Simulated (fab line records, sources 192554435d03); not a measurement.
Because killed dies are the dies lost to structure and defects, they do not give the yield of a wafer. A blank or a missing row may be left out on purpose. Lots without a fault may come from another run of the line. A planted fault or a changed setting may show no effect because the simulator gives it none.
Chamber matching ; flow n5_finfet ; cmp-02 running N5_ILD0_CMP_12: 4 sister chambers
The step polishes SiNx, stops on poly-Si, t overpolish 6 s, target thk 17.67 nm. 8 wafers are shown with their chamber, then 11 later ones without.

EACH WAFER AND ITS CHAMBER
wafer;chamber;time_to_endpoint_s (s);motor_current_A (A)
L084.3;0;27;8.1
L084.5;0;25;8.3
L089.6;1;34;9.5
L090.1;1;32;8.9
L092.2;2;29;8.1
L092.5;2;27;8.4
L092.6;3;24;8.9
L093.2;3;24;9.4

WAFERS WITH NO CHAMBER GIVEN
wafer;time_to_endpoint_s (s);motor_current_A (A)
L093.4;29;8.1
L093.5;28;8.4
L094.1;24;9.2
L094.4;28;8.1
L094.6;23;8.9
L095.1;35;8.8
L095.3;25;7.9
L095.4;27;8.9
L096.1;38;9.0
L096.3;24;8.8
L096.4;27;7.9

WHICH CHAMBER EACH WENT THROUGH
wafer;from the rows above;in truth
L093.4;can't be placed: 2 or 0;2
L093.5;can't be placed: 2 or 0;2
L094.1;3;3
L094.4;can't be placed: 2 or 0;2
L094.6;3;3
L095.1;1;1
L095.3;can't be placed: 0 or 2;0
L095.4;can't be placed: 2 or 0 or 3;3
L096.1;1;1
L096.3;can't be placed: 3 or 0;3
L096.4;can't be placed: 0 or 2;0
Placed correctly: 4 of 11. Unplaceable from these rows: 7, with the true chamber sitting among the candidates in 7. Number placed wrongly: 0.
How it was worked out, from the rows above alone: a wafer's distance from a chamber is the root of the sum, over the readings, of the square of ((its reading less the chamber's mean) divided by the reading's scatter). The wafer belongs to the nearest chamber; if the next one is less than 2 further off, it can't be placed. The mean given for a chamber averages the wafers shown for that chamber. How the scatter is found: for the shown wafers, subtract from each reading the mean of its chamber, square and add these, divide the total by (wafers less chambers), then take the root.
